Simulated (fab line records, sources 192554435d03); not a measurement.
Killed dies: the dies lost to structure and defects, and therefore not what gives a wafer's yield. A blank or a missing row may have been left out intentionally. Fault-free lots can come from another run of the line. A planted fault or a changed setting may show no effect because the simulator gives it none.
fab line records -- flow n5_finfet
record lots=7, wafers=21
route steps=1938 shown BEOL_M5@1132 BEOL_M6@1198
start_h: the number of hours between the record's first day and the start of the first shown wafer of the lot -- wait_h: time in hours since the lot's previous step -- " the same as in the row above -- L1.1+2: several wafers, shown together as one row -- - no value, or no start was given -- * or withheld: withheld -- < > ~ a bound
route shown NAME@n: a module of which the file shows steps, and the number in the route of the first -- usual: the fault-free wafers' mean and standard deviation -- same: alike in all rows -- chamber/n: place in a boat -- sites: readings site by site -- _std_site: standard deviation across them -- _edge_site: mean of outer sites minus mean of inner sites -- radius_mm: how far each site lies from the wafer's centre -- mask NAME#n: copy n -- behind: tool/chamber where the wafer was last shaped -- hold: reason for holding the lot/hours on hold/outcome of the hold -- device: transistor that didn't switch, given as n, p or np -- end of line: at the end of the route, the tests of the same wafers -- step lacking rows: just its recipe -- killed: dies that structure and defects cost at the first sort, which is not the same as the wafer's yield -- map: dies across one wafer; x = killed, . = not, _ = none there
set.NAME: setting as actually run; set.NAME@STEP: the setting as run at that earlier step -- model.NAME: the simulator's own value behind a step, which no gauge read
one table per step and one row per wafer, for lots whose settings were changed on purpose
## steps
# step N5_BEOL_M5_ETCH_62
# recipe chemistry=N2/H2, target=SOC, target_depth_a=750, overetch_a=150, mask_material=SiARC, temp_c=40, time_s=112.5, ion_energy_ev=200, pressure_mtorr=30, source_w=840, bias_w=150, n2_flow_sccm=200, h2_flow_sccm=200
# usual rf_vpp_V=525.6/1.9
lot.wafer,tool,chamber,start_h,wait_h,set.source_w,rf_vpp_V
L074.1,rie_diel-06,3,165.03,0.0,754.2,543.2
L074.2,rie_diel-06,2,165.03,0.0,840,522.6
L074.4,rie_diel-06,1,165.03,0.0,754.2,545.2
L075.3,rie_diel-04,0,171.94,0.0,759.2,542.2
L075.4,rie_diel-04,1,171.94,0.0,759.2,544.7
L075.5,rie_diel-04,2,171.94,0.0,759.2,546.3
L076.1,rie_diel-03,0,178.55,0.0,840,527.9
L076.4,rie_diel-03,2,178.55,0.0,988.7,492.7
L076.5,rie_diel-03,3,178.55,0.0,988.7,500.4
L077.1,rie_diel-06,3,188.69,0.0,840,524.3
L077.3,rie_diel-06,2,188.69,0.0,840,522.2
L077.6,rie_diel-06,3,188.69,0.0,840,525.1
L080.4,rie_diel-04,3,207.01,0.0,840,525.8
L080.5,rie_diel-04,3,207.01,0.0,840,525.9
L080.6,rie_diel-04,0,207.01,0.0,840,526.1
L083.1,rie_diel-03,3,215.08,0.0,910.7,513.6
L083.2,rie_diel-03,1,215.08,0.0,910.7,511.8
L083.6,rie_diel-03,0,215.08,0.0,910.7,515.0
L090.4,rie_diel-04,3,258.26,0.0,940.3,506.9
L090.5,rie_diel-04,3,258.26,0.0,840,526.0
L090.6,rie_diel-04,0,258.26,0.0,840,524.3
# step N5_BEOL_M5_STRIP_63
# recipe chemistry=N2/H2, temp_c=40, n2_flow_sccm=200, h2_flow_sccm=200, rf_frequency_hz=6e+07
# step N5_BEOL_M5_STRIP_73
# recipe chemistry=N2/H2, temp_c=40, n2_flow_sccm=200, h2_flow_sccm=200, rf_frequency_hz=6e+07
# step N5_BEOL_M5_DESCUM_33
# recipe chemistry=O2, time_s=7, source_power_w=50, bias_power_w=20, pressure_mtorr=20, rf_frequency_hz=2.712e+07, temp_c=40, resist=CAR-EUV, o2_flow_sccm=225
# step N5_BEOL_M5_ETCH_75
# recipe chemistry=N2/H2, target=underlayer, target_depth_a=65, mask_material=CAR-EUV, time_s=5.2, ion_energy_ev=200, pressure_mtorr=30, source_w=840, bias_w=150, n2_flow_sccm=200, h2_flow_sccm=200, ends=cleared
lot.wafer,tool,chamber,start_h,wait_h,set.dose_mj@BEOL_M5_EXPOSE_08,model.BEOL_M5.cd_nm
L074.1+2,rie_diel-06,"3,1",166.03,0.0,35.75,28.2
L074.4,rie_diel-06,2,166.03,0.0,34.47,26.4
L075.3,rie_diel-06,1,173.66,0.0,34.43,26.8
L075.4,rie_diel-06,2,173.66,0.0,35.75,27.8
L075.5,rie_diel-06,1,173.66,0.0,35.75,28
L076.1,rie_diel-03,0,180.70,0.0,35.75,28.2
L076.4,rie_diel-03,2,180.70,0.0,33.63,26.4
L076.5,rie_diel-03,2,180.70,0.0,33.63,27
L077.1,rie_diel-06,2,189.61,0.0,35.75,28
L077.3,rie_diel-06,1,189.61,0.0,35.75,27.6
L077.6,rie_diel-06,1,189.61,0.0,35.75,27.8
L080.4,rie_diel-06,0,208.10,0.0,35.04,27.6
L080.5+6,rie_diel-06,"2,1",208.10,0.0,35.04,27.4
L083.1,rie_diel-03,1,216.11,0.0,38.13,29.2
L083.2,rie_diel-03,2,216.11,0.0,35.75,28.2
L083.6,rie_diel-03,1,216.11,0.0,38.13,29.6
L090.4,rie_diel-03,3,259.54,0.0,35.75,28.2
L090.5,rie_diel-03,0,259.54,0.0,37.34,28.8
L090.6,rie_diel-03,1,259.54,0.0,35.75,27.2
# step N5_BEOL_M5_ETCH_67
# recipe chemistry=CF4, target=SiARC, target_depth_a=156, mask_material=CAR-EUV, time_s=26, ion_energy_ev=80, pressure_mtorr=40, source_w=545, bias_w=36, Ar_flow_sccm=100, cf4_flow_sccm=100, ends=cleared
lot.wafer,tool,chamber,start_h,wait_h,set.dose_mj@BEOL_M5_EXPOSE_08,model.BEOL_M5.cd_nm
L074.1+2,rie_diel-06,"3,1",166.04,0.0,35.75,28.2
L074.4,rie_diel-06,2,166.04,0.0,34.47,26.6
L075.3,rie_diel-06,1,173.67,0.0,34.43,26.8
L075.4,rie_diel-06,2,173.67,0.0,35.75,27.8
L075.5,rie_diel-06,1,173.67,0.0,35.75,28
L076.1,rie_diel-03,0,180.72,0.0,35.75,28.2
L076.4,rie_diel-03,2,180.72,0.0,33.63,26.2
L076.5,rie_diel-03,2,180.72,0.0,33.63,26.6
L077.1,rie_diel-06,2,189.62,0.0,35.75,28
L077.3,rie_diel-06,1,189.62,0.0,35.75,27.6
L077.6,rie_diel-06,1,189.62,0.0,35.75,27.8
L080.4+5,rie_diel-06,"0,2",208.11,0.0,35.04,27.6
L080.6,rie_diel-06,1,208.11,0.0,35.04,27.4
L083.1,rie_diel-03,1,216.13,0.0,38.13,29.2
L083.2,rie_diel-03,2,216.13,0.0,35.75,28
L083.6,rie_diel-03,1,216.13,0.0,38.13,29.6
L090.4,rie_diel-03,3,259.56,0.0,35.75,28.2
L090.5,rie_diel-03,0,259.56,0.0,37.34,28.8
L090.6,rie_diel-03,1,259.56,0.0,35.75,27.2
# step N5_BEOL_M5_ETCH_68
# recipe chemistry=N2/H2, target=SOC, target_depth_a=800, overetch_a=160, mask_material=SiARC, temp_c=40, time_s=120, ion_energy_ev=200, pressure_mtorr=30, source_w=840, bias_w=150, n2_flow_sccm=200, h2_flow_sccm=200
lot.wafer,tool,chamber,start_h,wait_h,set.dose_mj@BEOL_M5_EXPOSE_08,model.BEOL_M5.cd_nm
L074.1,rie_diel-06,3,166.07,0.0,35.75,28.2
L074.2,rie_diel-06,1,166.07,0.0,35.75,28.6
L074.4,rie_diel-06,2,166.07,0.0,34.47,26.8
L075.3,rie_diel-06,1,173.70,0.0,34.43,27.2
L075.4,rie_diel-06,2,173.70,0.0,35.75,28
L075.5,rie_diel-06,1,173.70,0.0,35.75,28.2
L076.1,rie_diel-03,0,180.75,0.0,35.75,28.4
L076.4,rie_diel-03,2,180.75,0.0,33.63,26.2
L076.5,rie_diel-03,2,180.75,0.0,33.63,26.6
L077.1+6,rie_diel-06,"2,1",189.65,0.0,35.75,28
L077.3,rie_diel-06,1,189.65,0.0,35.75,27.8
L080.4,rie_diel-06,0,208.14,0.0,35.04,27.4
L080.5+6,rie_diel-06,"2,1",208.14,0.0,35.04,27.6
L083.1,rie_diel-03,1,216.16,0.0,38.13,29
L083.2,rie_diel-03,2,216.16,0.0,35.75,28.2
L083.6,rie_diel-03,1,216.16,0.0,38.13,29.4
L090.4,rie_diel-03,3,259.62,0.0,35.75,28.2
L090.5,rie_diel-03,0,259.62,0.0,37.34,29
L090.6,rie_diel-03,1,259.62,0.0,35.75,26.8
# step N5_BEOL_M5_STRIP_69
# recipe chemistry=N2/H2, temp_c=40, n2_flow_sccm=200, h2_flow_sccm=200, rf_frequency_hz=6e+07
# step N5_BEOL_M5_STRIP_76
# recipe chemistry=N2/H2, temp_c=40, n2_flow_sccm=200, h2_flow_sccm=200, rf_frequency_hz=6e+07
# step N5_BEOL_M5_PRECLEAN_42
# recipe chemistry=residue_remover, time_s=60, temp_c=40
# step N5_BEOL_M5_SRD_43
# recipe time_s=30, temp_c=23, rinse_liquid=diw, dry=ipa_marangoni
# step N5_BEOL_M5_CD_MEAS_35
# recipe target_cd_nm=28, target_cd_y_nm=24, polarity=opening
# usual cd_nm=27.99/0.3
lot.wafer,tool,chamber,start_h,wait_h,set.dose_mj@BEOL_M5_EXPOSE_08,cd_nm
L074.1,cd_sem-03,-,166.56,0.0,35.75,28.13
L074.2,cd_sem-03,-,166.56,0.0,35.75,27.95
L074.4,cd_sem-03,-,166.56,0.0,34.47,26.85
L075.3,cd_sem-03,-,174.21,0.0,34.43,26.53
L075.4,cd_sem-03,-,174.21,0.0,35.75,28.42
L075.5,cd_sem-03,-,174.21,0.0,35.75,28.15
L076.1,cd_sem-01,-,181.24,0.0,35.75,28.07
L076.4,cd_sem-01,-,181.24,0.0,33.63,26.86
L076.5,cd_sem-01,-,181.24,0.0,33.63,27.15
L077.1,cd_sem-03,-,190.15,0.0,35.75,27.65
L077.3,cd_sem-03,-,190.15,0.0,35.75,27.76
L077.6,cd_sem-03,-,190.15,0.0,35.75,28.13
L080.4,cd_sem-02,-,208.64,0.0,35.04,27.74
L080.5,cd_sem-02,-,208.64,0.0,35.04,27.74
L080.6,cd_sem-02,-,208.64,0.0,35.04,27.55
L083.1,cd_sem-01,-,216.66,0.0,38.13,29.48
L083.2,cd_sem-01,-,216.66,0.0,35.75,28.06
L083.6,cd_sem-01,-,216.66,0.0,38.13,29.84
L090.4,cd_sem-02,-,260.08,0.0,35.75,28.73
L090.5,cd_sem-02,-,260.08,0.0,37.34,29.09
L090.6,cd_sem-02,-,260.08,0.0,35.75,27.74
# step N5_BEOL_M6_HM_DEP_02
# recipe material=TiN, target_thk_a=200, temp_c=25, chamber_pressure_pa=0.49996
lot.wafer,tool,chamber,start_h,wait_h,set.target_thk_a,model.TiN_of_BEOL_M6_HM_DEP_02.thk_nm
L074.1,pvd_sputter-01,-,177.69,0.8,200,19.6
L074.2,pvd_sputter-01,-,177.69,0.8,182,18
L074.4,pvd_sputter-01,-,177.69,0.8,200,19.8
L075.3+5,pvd_sputter-02,-,183.86,0.5,183.8,18
L075.4,pvd_sputter-02,-,183.86,0.5,200,20.2
L076.1,pvd_sputter-02,-,190.16,0.5,200,20
L076.4,pvd_sputter-02,-,190.16,0.5,200,20.2
L076.5,pvd_sputter-02,-,190.16,0.5,208.9,20.8
L077.1+3+6,pvd_sputter-02,-,200.05,1.2,200,20
L080.4,pvd_sputter-02,-,216.41,0.6,200,20
L080.5,pvd_sputter-02,-,216.41,0.6,200,20.2
L080.6,pvd_sputter-02,-,216.41,0.6,200,19.6
L083.1,pvd_sputter-03,-,226.30,1.0,200,20
L083.2,pvd_sputter-03,-,226.30,1.0,214.8,21.6
L083.6,pvd_sputter-03,-,226.30,1.0,200,19.8
L090.4+6,pvd_sputter-02,-,273.33,3.9,200,20
L090.5,pvd_sputter-02,-,273.33,3.9,185.6,18.6
# step N5_BEOL_M6_EXPOSE_08
# recipe mask_id=M6, na=1.35, source_shape=dipole, sigma_inner=0.817, sigma_outer=0.97, polarization=te, dose_mj=68.25
lot.wafer,tool,chamber,start_h,wait_h,mask,set.dose_mj
L074.1,arfi_scanner-02,0,177.93,-,M6#0,68.25
L074.2+4,arfi_scanner-02,0,177.93,-,M6#0,71.95
L075.3+4,arfi_scanner-02,0,184.12,-,M6#0,72.42
L075.5,arfi_scanner-02,0,184.12,-,M6#0,68.25
L076.1+5,arfi_scanner-03,0,190.53,-,M6#0,68.25
L076.4,arfi_scanner-03,0,190.53,-,M6#0,69.97
L077.1+3+6,arfi_scanner-03,0,200.29,-,M6#0,68.25
L080.4+5,arfi_scanner-03,0,216.67,-,M6#0,66.23
L080.6,arfi_scanner-03,0,216.67,-,M6#0,68.25
L083.1+2,arfi_scanner-02,0,226.67,-,M6#0,71.63
L083.6,arfi_scanner-02,0,226.67,-,M6#0,68.25
L090.4+6,arfi_scanner-02,0,273.72,-,M6#0,64.2
L090.5,arfi_scanner-02,0,273.72,-,M6#0,68.25
# step N5_BEOL_M6_PEB_09
# recipe peb_temp_c=withheld, peb_time_s=60, resist=CAR-ArF
# step N5_BEOL_M6_DEVELOP_10
# recipe develop_time_s=30, developer=TMAH, resist=CAR-ArF, rinse_liquid=diw, dry=air_spin, dev_temp_c=23
# step N5_BEOL_M6_CD_MEAS_11
# recipe target_cd_nm=38.5, landing_energy_ev=500, detector=se_inlens, polarity=opening
# usual cd_nm=38.5/0.54
lot.wafer,tool,chamber,start_h,wait_h,set.dose_mj@BEOL_M6_EXPOSE_08,cd_nm
L074.1,cd_sem-01,0,178.06,-,68.25,37.9
L074.2,cd_sem-01,0,178.06,-,71.95,41.1
L074.4,cd_sem-01,0,178.06,-,71.95,41.7
L075.3,cd_sem-02,0,184.24,-,72.42,41.3
L075.4,cd_sem-02,0,184.24,-,72.42,41.5
L075.5,cd_sem-02,0,184.24,-,68.25,37.7
L076.1,cd_sem-02,0,190.66,-,68.25,39.2
L076.4,cd_sem-02,0,190.66,-,69.97,40.3
L076.5,cd_sem-02,0,190.66,-,68.25,38.4
L077.1,cd_sem-01,0,200.42,-,68.25,38.8
L077.3,cd_sem-01,0,200.42,-,68.25,38.7
L077.6,cd_sem-01,0,200.42,-,68.25,38.0
L080.4,cd_sem-01,0,216.78,-,66.23,37.0
L080.5,cd_sem-01,0,216.78,-,66.23,36.6
L080.6,cd_sem-01,0,216.78,-,68.25,39.0
L083.1,cd_sem-02,0,226.80,-,71.63,40.9
L083.2,cd_sem-02,0,226.80,-,71.63,41.5
L083.6,cd_sem-02,0,226.80,-,68.25,38.5
L090.4,cd_sem-03,0,273.84,-,64.2,35.2
L090.5,cd_sem-03,0,273.84,-,68.25,38.1
L090.6,cd_sem-03,0,273.84,-,64.2,35.8
# step N5_BEOL_M6_DESCUM_16
# recipe chemistry=O2, time_s=7.9, source_power_w=50, bias_power_w=20, pressure_mtorr=20, rf_frequency_hz=2.712e+07, temp_c=40, resist=CAR-ArF, o2_flow_sccm=225
# step N5_BEOL_M6_ETCH_61
# recipe chemistry=CF4, target=SiARC, target_depth_a=455, mask_material=CAR-ArF, time_s=75.8, ion_energy_ev=80, pressure_mtorr=40, source_w=545, bias_w=36, Ar_flow_sccm=100, cf4_flow_sccm=100, ends=cleared
lot.wafer,tool,chamber,start_h,wait_h,set.dose_mj@BEOL_M6_EXPOSE_08,model.BEOL_M6.cd_offset_nm
L074.1,rie_diel-05,3,178.41,0.0,68.25,-1
L074.2,rie_diel-05,1,178.41,0.0,71.95,2.8
L074.4,rie_diel-05,2,178.41,0.0,71.95,3.2
L075.3,rie_diel-02,1,184.36,0.0,72.42,2.4
L075.4,rie_diel-02,0,184.36,0.0,72.42,3
L075.5,rie_diel-02,3,184.36,0.0,68.25,-1.2
L076.1,rie_diel-01,0,190.78,0.0,68.25,1
L076.4,rie_diel-01,2,190.78,0.0,69.97,1.6
L076.5,rie_diel-01,0,190.78,0.0,68.25,0
L077.1,rie_diel-02,2,200.65,0.0,68.25,0.2
L077.3,rie_diel-02,1,200.65,0.0,68.25,-0.2
L077.6,rie_diel-02,1,200.65,0.0,68.25,-0.8
L080.4,rie_diel-02,3,217.02,0.0,66.23,-1.4
L080.5,rie_diel-02,0,217.02,0.0,66.23,-1.6
L080.6,rie_diel-02,2,217.02,0.0,68.25,0.8
L083.1,rie_diel-01,2,227.14,0.0,71.63,2.6
L083.2,rie_diel-01,3,227.14,0.0,71.63,3.4
L083.6,rie_diel-01,3,227.14,0.0,68.25,0.4
L090.4,rie_diel-01,1,274.09,0.0,64.2,-3
L090.5,rie_diel-01,0,274.09,0.0,68.25,0
L090.6,rie_diel-01,1,274.09,0.0,64.2,-2.2
# step N5_BEOL_M6_ETCH_62
# recipe chemistry=N2/H2, target=SOC, target_depth_a=1100, overetch_a=220, mask_material=SiARC, temp_c=40, time_s=165, ion_energy_ev=200, pressure_mtorr=30, source_w=840, bias_w=150, n2_flow_sccm=200, h2_flow_sccm=200
# step N5_BEOL_M6_STRIP_68
# recipe chemistry=N2/H2, temp_c=40, n2_flow_sccm=200, h2_flow_sccm=200, rf_frequency_hz=6e+07
# step N5_BEOL_M6_STRIP_67
# recipe chemistry=CF4, resist=SiARC, power_w=300, bias_power_w=75, pressure_mtorr=50, cf4_flow_sccm=150, rf_frequency_hz=6e+07
# step N5_BEOL_M6_HM_OPEN_17
# recipe chemistry=Cl2/BCl3, target_depth_a=200, overetch_a=60, target=TiN, mask_material=SOC, ion_energy_ev=150, pressure_mtorr=10, icp_w=1000, bias_w=126, Cl2_flow_sccm=53.25, bcl3_flow_sccm=21.75, Ar_flow_sccm=25
lot.wafer,tool,chamber,start_h,wait_h,set.target_thk_a@BEOL_M6_HM_DEP_02,model.etch.depth_nm
L074.1,rie_metal-03,1,178.66,0.0,200,19.67
L074.2,rie_metal-03,0,178.66,0.0,182,17.97
L074.4,rie_metal-03,0,178.66,0.0,200,19.84
L075.3,rie_metal-02,0,184.63,0.1,183.8,17.99
L075.4,rie_metal-02,1,184.63,0.1,200,20.12
L075.5,rie_metal-02,1,184.63,0.1,183.8,18.09
L076.1,rie_metal-01,1,191.03,0.0,200,20.06
L076.4,rie_metal-01,0,191.03,0.0,200,20.24
L076.5,rie_metal-01,1,191.03,0.0,208.9,20.8
L077.1,rie_metal-01,0,200.89,0.0,200,20.02
L077.3,rie_metal-01,0,200.89,0.0,200,19.98
L077.6,rie_metal-01,0,200.89,0.0,200,20
L080.4,rie_metal-02,1,217.27,0.1,200,20.02
L080.5,rie_metal-02,1,217.27,0.1,200,20.15
L080.6,rie_metal-02,0,217.27,0.1,200,19.62
L083.1,rie_metal-01,1,227.38,0.0,200,19.98
L083.2,rie_metal-01,0,227.38,0.0,214.8,21.5
L083.6,rie_metal-01,0,227.38,0.0,200,19.9
L090.4,rie_metal-01,1,274.37,0.1,200,19.99
L090.5,rie_metal-01,1,274.37,0.1,185.6,18.69
L090.6,rie_metal-01,0,274.37,0.1,200,20.1
# step N5_BEOL_M6_STRIP_19
# recipe chemistry=O2, power_w=400, temp_c=40, pressure_mtorr=30, rf_frequency_hz=6e+07, bias_power_w=0, overash_fraction=0.2, o2_flow_sccm=225
# step N5_BEOL_M6_CD_MEAS_18
# recipe pitch_nm=80, target_cd_nm=40
# usual cd_nm=40.0/0.6
lot.wafer,tool,chamber,start_h,wait_h,set.dose_mj@BEOL_M6_EXPOSE_08,cd_nm
L074.1,cd_sem-01,-,178.85,0.0,68.25,39.1
L074.2,cd_sem-01,-,178.85,0.0,71.95,42.9
L074.4,cd_sem-01,-,178.85,0.0,71.95,42.8
L075.3,cd_sem-02,-,184.78,0.1,72.42,42.7
L075.4,cd_sem-02,-,184.78,0.1,72.42,43.0
L075.5,cd_sem-02,-,184.78,0.1,68.25,39.2
L076.1,cd_sem-01,-,191.21,0.0,68.25,40.7
L076.4,cd_sem-01,-,191.21,0.0,69.97,41.9
L076.5,cd_sem-01,-,191.21,0.0,68.25,39.5
L077.1,cd_sem-01,-,201.16,0.0,68.25,40.7
L077.3,cd_sem-01,-,201.16,0.0,68.25,40.5
L077.6,cd_sem-01,-,201.16,0.0,68.25,39.9
L080.4,cd_sem-01,-,217.42,0.1,66.23,38.4
L080.5,cd_sem-01,-,217.42,0.1,66.23,38.3
L080.6,cd_sem-01,-,217.42,0.1,68.25,40.6
L083.1,cd_sem-02,-,227.56,0.0,71.63,42.4
L083.2,cd_sem-02,-,227.56,0.0,71.63,43.4
L083.6,cd_sem-02,-,227.56,0.0,68.25,40.3
L090.4,cd_sem-01,-,274.52,0.1,64.2,37.1
L090.5,cd_sem-01,-,274.52,0.1,68.25,39.9
L090.6,cd_sem-01,-,274.52,0.1,64.2,37.9
# step N5_BEOL_M6_COAT_63
# recipe resist=SOC, temp_c=250, time_s=60, spin_rpm=1500, resist_thk_nm=60
# step N5_BEOL_M6_COAT_64
# recipe resist=SiARC, temp_c=220, time_s=60, spin_rpm=1500, resist_thk_nm=12
# step N5_BEOL_M6_STRIP_76
# recipe chemistry=C4F6/O2, resist=SiARC, rf_frequency_hz=6e+07
# step N5_BEOL_M6_STRIP_36
# recipe chemistry=N2/H2, power_w=450, temp_c=40, pressure_mtorr=20, rf_frequency_hz=6e+07, overash_fraction=0.3, bias_power_w=7, h2_frac=0.5, n2_flow_sccm=200, h2_flow_sccm=200
# step N5_BEOL_M6_TRENCH_ETCH_37
# recipe chemistry=C4F6/O2, target_depth_a=944.35, target=SiCOH_lowk, time_s=31.5, ion_energy_ev=250, pressure_mtorr=30, source_w=345, bias_w=185, Ar_flow_sccm=300, C4F6_flow_sccm=10, O2_flow_sccm=10
lot.wafer,tool,chamber,start_h,wait_h,set.target_thk_a@BEOL_M6_HM_DEP_02,model.TiN_of_BEOL_M6_HM_DEP_02.thk_nm
L074.1,rie_diel-01,3,-,-,200,17
L074.2,rie_diel-01,1,-,-,182,15.2
L074.4,rie_diel-01,2,-,-,200,17.2
L075.3+5,rie_diel-02,2,-,-,183.8,15.4
L075.4,rie_diel-02,3,-,-,200,17.4
L076.1,rie_diel-02,3,-,-,200,17.4
L076.4,rie_diel-02,2,-,-,200,17.6
L076.5,rie_diel-02,2,-,-,208.9,18
L077.1+3+6,rie_diel-05,"2,0,0",-,-,200,17.2
L080.4+5,rie_diel-02,"2,3",-,-,200,17.4
L080.6,rie_diel-02,0,-,-,200,16.8
L083.1+6,rie_diel-05,"3,2",-,-,200,17.2
L083.2,rie_diel-05,1,-,-,214.8,18.8
L090.4,rie_diel-01,1,-,-,200,17.2
L090.5,rie_diel-01,1,-,-,185.6,16
L090.6,rie_diel-01,2,-,-,200,17.4
# step N5_BEOL_M6_ETCH_41
# recipe chemistry=CH3F/O2, target=SiCN, target_depth_a=297, taper_deg=2, time_s=52, ion_energy_ev=120, mask_material=TiN, pressure_mtorr=30, source_w=395, bias_w=75, Ar_flow_sccm=150, CH3F_flow_sccm=30, O2_flow_sccm=20
# step N5_BEOL_M6_STRIP_80
# recipe chemistry=N2/H2, time_s=10, power_w=450, temp_c=40, pressure_mtorr=20, rf_frequency_hz=6e+07, bias_power_w=7, n2_flow_sccm=200, h2_flow_sccm=200
# step N5_BEOL_M6_PRECLEAN_42
# recipe chemistry=residue_remover, time_s=60, temp_c=40
# step N5_BEOL_M6_SRD_43
# recipe time_s=30, temp_c=23, rinse_liquid=diw, dry=ipa_marangoni
# step N5_BEOL_M6_CD_MEAS_35
# recipe target_cd_nm=40, target_cd_y_nm=28, polarity=opening
# usual cd_nm=40.0/0.65
lot.wafer,tool,chamber,start_h,wait_h,set.dose_mj@BEOL_M6_EXPOSE_08,cd_nm
L074.1,cd_sem-01,-,180.80,0.0,68.25,39.0
L074.2,cd_sem-01,-,180.80,0.0,71.95,42.8
L074.4,cd_sem-01,-,180.80,0.0,71.95,43.5
L075.3,cd_sem-01,-,187.98,0.0,72.42,43.0
L075.4,cd_sem-01,-,187.98,0.0,72.42,42.8
L075.5,cd_sem-01,-,187.98,0.0,68.25,39.3
L076.1,cd_sem-01,-,193.17,0.0,68.25,40.2
L076.4,cd_sem-01,-,193.17,0.0,69.97,41.9
L076.5,cd_sem-01,-,193.17,0.0,68.25,39.7
L077.1,cd_sem-03,-,204.30,0.0,68.25,40.8
L077.3,cd_sem-03,-,204.30,0.0,68.25,40.3
L077.6,cd_sem-03,-,204.30,0.0,68.25,39.4
L080.4,cd_sem-02,-,220.02,0.0,66.23,38.7
L080.5,cd_sem-02,-,220.02,0.0,66.23,37.9
L080.6,cd_sem-02,-,220.02,0.0,68.25,41.0
L083.1,cd_sem-02,-,229.58,0.0,71.63,42.4
L083.2,cd_sem-02,-,229.58,0.0,71.63,43.5
L083.6,cd_sem-02,-,229.58,0.0,68.25,40.5
L090.4,cd_sem-01,-,275.72,0.0,64.2,37.7
L090.5,cd_sem-01,-,275.72,0.0,68.25,39.9
L090.6,cd_sem-01,-,275.72,0.0,64.2,37.9
## key
split step=N5_BEOL_M5_ETCH_62, setting=source_w, stated=840, by=wafer
response step=N5_BEOL_M5_ETCH_62, reading=rf_vpp_V, change=-1.77, per=1%, r=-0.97
split step=N5_BEOL_M6_HM_DEP_02, setting=target_thk_a, stated=200, by=wafer
response step=N5_BEOL_M6_HM_DEP_02, reading=model.TiN_of_BEOL_M6_HM_DEP_02.thk_nm, change=+0.216, per=1%, r=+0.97
response step=N5_BEOL_M6_HM_OPEN_17, reading=model.etch.depth_nm, change=+0.209, per=1%, r=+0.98
response step=N5_BEOL_M6_TRENCH_ETCH_37, reading=model.TiN_of_BEOL_M6_HM_DEP_02.thk_nm, change=+0.208, per=1%, r=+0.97
split step=N5_BEOL_M6_EXPOSE_08, setting=dose_mj, stated=68.25, by=wafer
response step=N5_BEOL_M6_CD_MEAS_11, reading=cd_nm, change=+0.565, per=1%, r=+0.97
response step=N5_BEOL_M6_ETCH_61, reading=model.BEOL_M6.cd_offset_nm, change=+0.589, per=1%, r=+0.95
response step=N5_BEOL_M6_CD_MEAS_18, reading=cd_nm, change=+0.567, per=1%, r=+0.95
response step=N5_BEOL_M6_CD_MEAS_35, reading=cd_nm, change=+0.578, per=1%, r=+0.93
split outside_this_file step=N5_BEOL_M5_EXPOSE_08 setting=dose_mj
# split outside_this_file: this setting was split too, and the file shows its column; the key of that split is in another file
